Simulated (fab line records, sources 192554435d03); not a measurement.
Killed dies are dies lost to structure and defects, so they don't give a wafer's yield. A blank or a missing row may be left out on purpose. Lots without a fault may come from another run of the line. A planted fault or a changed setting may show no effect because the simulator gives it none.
Chamber matching | flow n5_finfet | N5_HKMG_FIN_ETCH_67 on rie_diel-02: 4 sister chambers
The step etches SOC in N2/H2, stops on TiN, target depth 388.9 nm. 18 wafers are shown with their chamber, then 9 later ones without.

WAFERS WITH THEIR CHAMBER
wafer  | chamber | showerhead_plenum_p_Torr (Torr) | throttle_valve_pct (%) | oes_product_au (a.u.)
L076.1 | 3       | 2.54                            | 17.76                  | 0.69
L076.4 | 1       | 2.63                            | 18.06                  | 0.65
L076.6 | 0       | 2.44                            | 17.69                  | 0.71
L078.3 | 0       | 2.44                            | 17.71                  | 0.70
L078.4 | 1       | 2.63                            | 18.08                  | 0.66
L078.6 | 3       | 2.54                            | 17.76                  | 0.69
L079.1 | 0       | 2.43                            | 17.71                  | 0.70
L079.4 | 1       | 2.63                            | 18.07                  | 0.65
L079.6 | 2       | 2.53                            | 18.10                  | 0.69
L080.1 | 3       | 2.54                            | 17.76                  | 0.69
L080.2 | 2       | 2.53                            | 18.09                  | 0.69
L080.3 | 1       | 2.63                            | 18.05                  | 0.66
L081.2 | 2       | 2.53                            | 18.11                  | 0.69
L081.4 | 3       | 2.53                            | 17.78                  | 0.69
L081.6 | 3       | 2.53                            | 17.79                  | 0.68
L083.1 | 2       | 2.53                            | 18.11                  | 0.69
L083.3 | 1       | 2.62                            | 18.08                  | 0.65
L083.6 | 1       | 2.62                            | 18.08                  | 0.64

SIGNATURES (means of the wafers above)
reading                  | chamber 0 | chamber 1 | chamber 2 | chamber 3 | scatter within a chamber
showerhead_plenum_p_Torr | 2.4367    | 2.6267    | 2.5300    | 2.5360    | 0.00478
throttle_valve_pct       | 17.7033   | 18.0700   | 18.1025   | 17.7700   | 0.0124
oes_product_au           | 0.7033    | 0.6517    | 0.6900    | 0.6880    | 0.00554
Rule: a wafer's distance from a chamber is the root of the sum, over the readings, of the square of ((its reading less the chamber's mean) divided by the reading's scatter). The wafer belongs to the nearest chamber; if the next one is less than 2 further off, it can't be placed. The scatter: the root of (the sum of the squares of (reading less its chamber's mean) over the shown wafers, divided by (wafers less chambers)).

WAFERS WITHOUT THEIR CHAMBER
wafer  | showerhead_plenum_p_Torr (Torr) | throttle_valve_pct (%) | oes_product_au (a.u.)
L085.4 | 2.43                            | 17.74                  | 0.69
L085.5 | 2.53                            | 18.12                  | 0.69
L085.6 | 2.53                            | 17.79                  | 0.67
L092.2 | 2.52                            | 18.17                  | 0.67
L092.4 | 2.62                            | 17.64                  | 0.90
L092.6 | 2.62                            | 17.63                  | 0.89
L094.1 | 2.62                            | 17.64                  | 0.89
L094.2 | 2.52                            | 17.82                  | 0.66
L094.3 | 2.42                            | 17.75                  | 0.68

WHICH CHAMBER EACH WENT THROUGH
wafer  | from the rows above | in truth
L085.4 | 0                   | 0
L085.5 | 2                   | 2
L085.6 | 3                   | 3
L092.2 | 2                   | 2
L092.4 | 3                   | 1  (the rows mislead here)
L092.6 | 3                   | 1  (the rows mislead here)
L094.1 | 3                   | 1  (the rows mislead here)
L094.2 | 3                   | 3
L094.3 | 0                   | 0
Placed correctly: 6 of 9. Can't be placed from these rows: 0. Placed wrongly: 3.
